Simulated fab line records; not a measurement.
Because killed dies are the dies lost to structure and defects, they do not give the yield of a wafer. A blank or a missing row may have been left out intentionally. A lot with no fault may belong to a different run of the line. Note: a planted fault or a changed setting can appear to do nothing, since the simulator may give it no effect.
Lot-split experiment :: flow n5-finfet :: 7 lots, 21 wafers read, on a route of 1938 steps

## SPLIT DETAILS
At N5_BEOL_M13_PEB_26 (peb time 90 s), the setting peb-time-s was moved away from the recipe's 90 s on 7 of the 21 wafers read, by -17.9% to +19.8%. The other wafers ran this setting at the recipe's value.

Split to reading: the file shows no intervening step.

## THE READING
BEOL_M13.cd-nm (the simulator's own value, which no gauge read), in nm, at N5_BEOL_M13_DESCUM_33 (chemistry O2, time 7.9 s). The file does not state a usual value for it. The 14 wafers here that ran the recipe average 209.0 nm, standard deviation 1.5 nm.

wafer: L077.1
tool, chamber at the split: litho-track-01, 0
peb-time-s as run, s: 90
against the recipe: recipe
BEOL_M13.cd-nm, nm: 211.2
against lot-mates on the recipe: -

wafer: L077.2
tool, chamber at the split: litho-track-01, 0
peb-time-s as run, s: 107.8
against the recipe: +19.8%
BEOL_M13.cd-nm, nm: 215.4
against lot-mates on the recipe: +5.1

wafer: L077.3
tool, chamber at the split: litho-track-01, 0
peb-time-s as run, s: 90
against the recipe: recipe
BEOL_M13.cd-nm, nm: 209.4
against lot-mates on the recipe: -

wafer: L076.2
tool, chamber at the split: litho-track-02, 0
peb-time-s as run, s: 90
against the recipe: recipe
BEOL_M13.cd-nm, nm: 207.8
against lot-mates on the recipe: -

wafer: L076.4
tool, chamber at the split: litho-track-02, 0
peb-time-s as run, s: 90
against the recipe: recipe
BEOL_M13.cd-nm, nm: 207.8
against lot-mates on the recipe: -

wafer: L076.6
tool, chamber at the split: litho-track-02, 0
peb-time-s as run, s: 90
against the recipe: recipe
BEOL_M13.cd-nm, nm: 207.8
against lot-mates on the recipe: -

wafer: L080.2
tool, chamber at the split: litho-track-02, 0
peb-time-s as run, s: 97.95
against the recipe: +8.8%
BEOL_M13.cd-nm, nm: 208.2
against lot-mates on the recipe: +0.3

wafer: L080.4
tool, chamber at the split: litho-track-02, 0
peb-time-s as run, s: 90
against the recipe: recipe
BEOL_M13.cd-nm, nm: 208.2
against lot-mates on the recipe: -

wafer: L080.5
tool, chamber at the split: litho-track-02, 0
peb-time-s as run, s: 90
against the recipe: recipe
BEOL_M13.cd-nm, nm: 207.6
against lot-mates on the recipe: -

wafer: L090.3
tool, chamber at the split: litho-track-02, 0
peb-time-s as run, s: 90
against the recipe: recipe
BEOL_M13.cd-nm, nm: 207.4
against lot-mates on the recipe: -

wafer: L090.4
tool, chamber at the split: litho-track-02, 0
peb-time-s as run, s: 90
against the recipe: recipe
BEOL_M13.cd-nm, nm: 206.8
against lot-mates on the recipe: -

wafer: L090.6
tool, chamber at the split: litho-track-02, 0
peb-time-s as run, s: 103.9
against the recipe: +15.4%
BEOL_M13.cd-nm, nm: 210.6
against lot-mates on the recipe: +3.5

wafer: L094.1
tool, chamber at the split: litho-track-03, 0
peb-time-s as run, s: 104.3
against the recipe: +15.9%
BEOL_M13.cd-nm, nm: 210.2
against lot-mates on the recipe: +0.4

wafer: L094.3
tool, chamber at the split: litho-track-03, 0
peb-time-s as run, s: 104.3
against the recipe: +15.9%
BEOL_M13.cd-nm, nm: 212.4
against lot-mates on the recipe: +2.6

wafer: L094.5
tool, chamber at the split: litho-track-03, 0
peb-time-s as run, s: 90
against the recipe: recipe
BEOL_M13.cd-nm, nm: 209.8
against lot-mates on the recipe: -

wafer: L093.1
tool, chamber at the split: litho-track-01, 0
peb-time-s as run, s: 90
against the recipe: recipe
BEOL_M13.cd-nm, nm: 210
against lot-mates on the recipe: -

wafer: L093.4
tool, chamber at the split: litho-track-01, 0
peb-time-s as run, s: 73.92
against the recipe: -17.9%
BEOL_M13.cd-nm, nm: 204.6
against lot-mates on the recipe: -5.4

wafer: L093.5
tool, chamber at the split: litho-track-01, 0
peb-time-s as run, s: 73.92
against the recipe: -17.9%
BEOL_M13.cd-nm, nm: 204.8
against lot-mates on the recipe: -5.2

wafer: L097.2
tool, chamber at the split: litho-track-01, 0
peb-time-s as run, s: 90
against the recipe: recipe
BEOL_M13.cd-nm, nm: 212
against lot-mates on the recipe: -

wafer: L097.3
tool, chamber at the split: litho-track-01, 0
peb-time-s as run, s: 90
against the recipe: recipe
BEOL_M13.cd-nm, nm: 210.8
against lot-mates on the recipe: -

wafer: L097.4
tool, chamber at the split: litho-track-01, 0
peb-time-s as run, s: 90
against the recipe: recipe
BEOL_M13.cd-nm, nm: 209.4
against lot-mates on the recipe: -

THE FIT
A straight line over all 21 wafers: BEOL_M13.cd-nm changes by +0.206 nm for each +1% of peb-time-s; r = +0.77; the points scatter about the line by 1.7 nm.
The same after taking each lot's own level away (the mean of its wafers on the recipe; 21 wafers): +0.221 nm for each +1%; r = +0.90; scatter 1 nm.
On that fit, the largest move of peb-time-s shifts the reading by 4.4 nm.
Across the lots, their own levels run from 207.10 to 210.73 nm, a range of 2.4 times the standard deviation given above.
So the lot-to-lot level blurs the effect unless lot-mates are compared.
Check: for one of the wafers moved furthest among these (+19.8%), held out of the fit, the line's prediction against its lot-mates is +3.69 nm. Against them it came out at +5.1 nm.

## THE OTHER SPLITS THESE WAFERS WENT THROUGH
Note: prior to the reading, these wafers also went through further splits. Each is held against what the fit with the lots' levels taken away leaves over:
other split on the same wafers: N5_BEOL_M8_EXPOSE_08 dose-mj
wafers away from the commonest value: 7
r with BEOL_M13.cd-nm (lot level and that fit taken away): -0.10

other split on the same wafers: N5_BEOL_M10_COAT_64 spin-rpm
wafers away from the commonest value: 10
r with BEOL_M13.cd-nm (lot level and that fit taken away): -0.31

other split on the same wafers: N5_BEOL_M10_PEB_26 peb-time-s
wafers away from the commonest value: 9
r with BEOL_M13.cd-nm (lot level and that fit taken away): +0.36

other split on the same wafers: N5_BEOL_M11_COAT_63 spin-rpm
wafers away from the commonest value: 6
r with BEOL_M13.cd-nm (lot level and that fit taken away): +0.07

other split on the same wafers: N5_BEOL_M11_EXPOSE_25 dose-mj
wafers away from the commonest value: 8
r with BEOL_M13.cd-nm (lot level and that fit taken away): -0.32

## THE FILE'S OWN FIT
BEOL_M13.cd-nm changes by +0.216 nm for each +1% of peb-time-s, r = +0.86.
